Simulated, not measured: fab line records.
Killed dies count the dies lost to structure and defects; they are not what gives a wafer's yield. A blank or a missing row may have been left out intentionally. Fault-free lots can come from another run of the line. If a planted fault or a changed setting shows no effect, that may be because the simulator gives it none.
Split-lot study + flow n5 finfet + 21 wafers read from 7 lots, route of 1938 steps

== ABOUT THE SPLIT ==
At N5_BEOL_M2_TRENCH_ETCH_37 (etches SiOC in C4F6/O2, target depth 55.555 nm, time 29.2 s), the setting time s was moved away from the recipe's 29.2 s on 5 of the 21 wafers read, by -12.7% to +8.4%. This setting was run at the recipe's value on the other wafers.

== FROM THE SPLIT TO THE READING: what the file shows between them, 2 steps ==
- N5_BEOL_M2_ETCH_41: etches SiCN in CH3F/O2, target depth 29.9 nm, time 52.5 s
- N5_BEOL_M2_STRIP_97: strips in N2/H2, time 10 s

== THE READING ==
trench depth nm, in nm, at N5_BEOL_M2_OCD_MEAS_38. Fault-free wafers of this fab line usually give 55.2 nm, standard deviation 1.1 nm.

| wafer  | tool, chamber at the split | time s as run, s | against the recipe | trench depth nm, nm | against lot-mates on the recipe |
|--------|----------------------------|------------------|--------------------|---------------------|---------------------------------|
| L079.2 | rie diel-03, 2             | 27.37            | -6.3%              | 49.9                | -5.0                            |
| L079.5 | rie diel-03, 3             | 29.2             | recipe             | 54.9                | -                               |
| L079.6 | rie diel-03, 0             | 27.37            | -6.3%              | 50.9                | -4.0                            |
| L080.1 | rie diel-01, 3             | 29.2             | recipe             | 55.4                | -                               |
| L080.5 | rie diel-01, 3             | 29.2             | recipe             | 55.3                | -                               |
| L080.6 | rie diel-01, 0             | 29.2             | recipe             | 56.5                | -                               |
| L083.1 | rie diel-06, 0             | 29.2             | recipe             | 55.3                | -                               |
| L083.2 | rie diel-06, 3             | 29.2             | recipe             | 54.4                | -                               |
| L083.4 | rie diel-06, 2             | 29.2             | recipe             | 55.8                | -                               |
| L088.2 | rie diel-01, 3             | 31.64            | +8.4%              | 59.5                | +4.7                            |
| L088.3 | rie diel-01, 2             | 31.64            | +8.4%              | 58.4                | +3.6                            |
| L088.5 | rie diel-01, 3             | 29.2             | recipe             | 54.8                | -                               |
| L092.2 | rie diel-03, 1             | 29.2             | recipe             | 54.2                | -                               |
| L092.5 | rie diel-03, 1             | 29.2             | recipe             | 54.7                | -                               |
| L092.6 | rie diel-03, 2             | 29.2             | recipe             | 53.0                | -                               |
| L095.1 | rie diel-01, 3             | 29.2             | recipe             | 54.8                | -                               |
| L095.3 | rie diel-01, 1             | 29.2             | recipe             | 55.5                | -                               |
| L095.6 | rie diel-01, 0             | 29.2             | recipe             | 55.6                | -                               |
| L097.2 | rie diel-06, 2             | 29.2             | recipe             | 57.4                | -                               |
| L097.3 | rie diel-06, 3             | 25.5             | -12.7%             | 47.4                | -10.6                           |
| L097.6 | rie diel-06, 1             | 29.2             | recipe             | 58.6                | -                               |

THE FIT
A straight line over all 21 wafers: trench depth nm changes by +0.583 nm for each +1% of time s; r = +0.89; the points scatter about the line by 1.3 nm.
The same after taking each lot's own level away (the mean of its wafers on the recipe; 21 wafers): +0.681 nm for each +1%; r = +0.96; scatter 0.82 nm.
That fit puts the effect of the largest move of time s on the reading at 8.6 nm.
From 53.97 to 58.00 nm: that is the span of the lots' own levels, equal to 3.7 times the standard deviation above.
In other words, the slope is changed by the lot-to-lot level; the two fits disagree.
Check: with one of the wafers moved furthest among these (-12.7%) left out of the fit, the line predicts -7.5 nm for it against its lot-mates. Against them it came out at -10.6 nm.

== THE WHOLE CHAIN: every reading that the file lists as answering this split, in the file's order ==
| step                      | what it does                                                | reading                                                                   | change (the file's fit)               | r (the file's) |
|---------------------------|-------------------------------------------------------------|---------------------------------------------------------------------------|---------------------------------------|----------------|
| N5_BEOL_M2_TRENCH_ETCH_37 | etches SiOC in C4F6/O2, target depth 55.555 nm, time 29.2 s | etch.depth nm (the simulator's own value, which no gauge read)            | +0.663 nm for each +1% of the setting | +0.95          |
| N5_BEOL_M2_TRENCH_ETCH_37 | etches SiOC in C4F6/O2, target depth 55.555 nm, time 29.2 s | BEOL_M2.feature depth nm (the simulator's own value, which no gauge read) | +0.652 nm for each +1% of the setting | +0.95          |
| N5_BEOL_M2_OCD_MEAS_38    |                                                             | trench depth nm                                                           | +0.734 nm for each +1% of the setting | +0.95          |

== FILE'S OWN FIT ==
trench depth nm changes by +0.734 nm for each +1% of time s, r = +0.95.
